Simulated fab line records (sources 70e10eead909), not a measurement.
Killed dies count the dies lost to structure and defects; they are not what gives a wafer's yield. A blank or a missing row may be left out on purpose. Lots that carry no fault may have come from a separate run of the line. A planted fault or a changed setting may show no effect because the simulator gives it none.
The same fault as seen by 3 desks :: flow nandHarc :: every desk sees just its own numbers, and what lay behind them comes last

== THE DEFECT DESK ==
Lot by lot, what the route's inspections counted, given as the mean of those sampled wafers with a number. If a lot's mean is further than 4 standard deviations from the usual mean, the lot is out of limits and carries the mark OUT (the distance appears in the brackets).
Columns: A = rawDefectCount at NHARC_A_CONTACT_INSPECT_10, usual 33
lot: L350
first seen here: day 16 21:16
A: 32

lot: L351
first seen here: day 17 05:32
A: 22

lot: L355
first seen here: day 18 10:11
A: 30

lot: L354
first seen here: day 18 15:31
A: 23

lot: L356
first seen here: day 18 20:28
A: 25

lot: L357
first seen here: day 18 23:28
A: 40

lot: L358
first seen here: day 19 08:28
A: 32

lot: L360
first seen here: day 19 11:28
A: 25

lot: L361
first seen here: day 20 09:26
A: 36

lot: L359
first seen here: day 20 10:40
A: 44

lot: L363
first seen here: day 20 15:57
A: 52

lot: L366
first seen here: day 20 22:13
A: 34

lot: L370
first seen here: day 22 03:02
A: 22

lot: L371
first seen here: day 22 07:49
A: 60

lot: L373
first seen here: day 22 14:55
A: 14
Result from this desk: across the 15 lots, nothing is out of limits.

== FOR THE TOOL OWNER'S DESK: lithoTrack-04 ==
The tool's own readings at NHARC_A_CONTACT_SOFTBAKE_03 (time 55 s): means of the sampled wafers that have a number, for each lot that ran on this tool. If a lot's mean is further than 4 standard deviations from the usual mean, the lot is out of limits and carries the mark OUT (the distance appears in the brackets).
Columns: A = heaterPowerTotalW at NHARC_A_CONTACT_SOFTBAKE_03, usual 188.45 W
lot: L354
first seen here: day 18 15:00
A: 188.63

lot: L358
first seen here: day 19 07:00
A: 188.48

lot: L360
first seen here: day 19 10:00
A: 188.44

lot: L363
first seen here: day 20 15:00
A: 188.49

lot: L366
first seen here: day 20 21:00
A: 198.99 (+75) OUT

lot: L370
first seen here: day 22 02:00
A: 209.40 (+99 or more) OUT

lot: L371
first seen here: day 22 07:00
A: 195.42 (+50) OUT
This desk's finding: out of limits on L366, L370, L371; first on L366, day 20 21:00 (heaterPowerTotalW at NHARC_A_CONTACT_SOFTBAKE_03). In limits: L354, L358, L360, L363.

== METROLOGY DESK ==
Means of the sampled wafers that have a number, per lot and without regard to the tool the lot ran on: this is what the gauges read. If a lot's mean is further than 4 standard deviations from the usual mean, the lot is out of limits and carries the mark OUT (the distance appears in the brackets).
Columns: A = overlayXNm at NHARC_A_CONTACT_OVL_MEAS_09, usual 0.0 nm; B = overlayYNm at NHARC_A_CONTACT_OVL_MEAS_09, usual -0.1 nm
lot: L350
first seen here: day 16 21:13
A: -0.3
B: 1.3

lot: L351
first seen here: day 17 05:29
A: 0.4
B: -0.1

lot: L355
first seen here: day 18 10:08
A: -0.6
B: 0.6

lot: L354
first seen here: day 18 15:28
A: -1.8
B: -2.0

lot: L356
first seen here: day 18 20:25
A: 0.6
B: -0.8

lot: L357
first seen here: day 18 23:26
A: -0.3
B: -0.6

lot: L358
first seen here: day 19 08:26
A: -0.2
B: -0.4

lot: L360
first seen here: day 19 11:25
A: -0.5
B: -0.3

lot: L361
first seen here: day 20 09:24
A: -0.7
B: 0.3

lot: L359
first seen here: day 20 10:38
A: 2.5
B: 0.8

lot: L363
first seen here: day 20 15:55
A: 1.2
B: 0.2

lot: L366
first seen here: day 20 22:10
A: 1.1
B: -0.6

lot: L370
first seen here: day 22 03:00
A: -0.2
B: 0.1

lot: L371
first seen here: day 22 07:46
A: -0.7
B: 0.4

lot: L373
first seen here: day 22 14:52
A: -0.3
B: -0.5
Result from this desk: across the 15 lots, nothing is out of limits.

== PUT TOGETHER ==
The tool owner's desk had the chance to raise an alarm at day 20 21:00 on L366, L370, L371.
No out-of-limits result turned up at the defect desk.
Nothing out of limits was seen by the metrology desk.
The defect desk has L366, L370, L371 on record, within its limits.
The metrology desk holds a record of L366, L370, L371, inside its limits.
On lithoTrack-04, each named lot ran NHARC_A_CONTACT_SOFTBAKE_03.

== WHAT HAD BEEN PUT IN BY THE SIMULATOR ==
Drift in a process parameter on lithoTrack-04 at NHARC_A_CONTACT_SOFTBAKE_03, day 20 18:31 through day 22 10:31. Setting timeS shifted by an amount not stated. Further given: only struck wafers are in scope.
Struck lots among those shown: L366, L370, L371.
Hours from the fault's start to each desk's first reading out of limits: the tool owner's desk, 2.
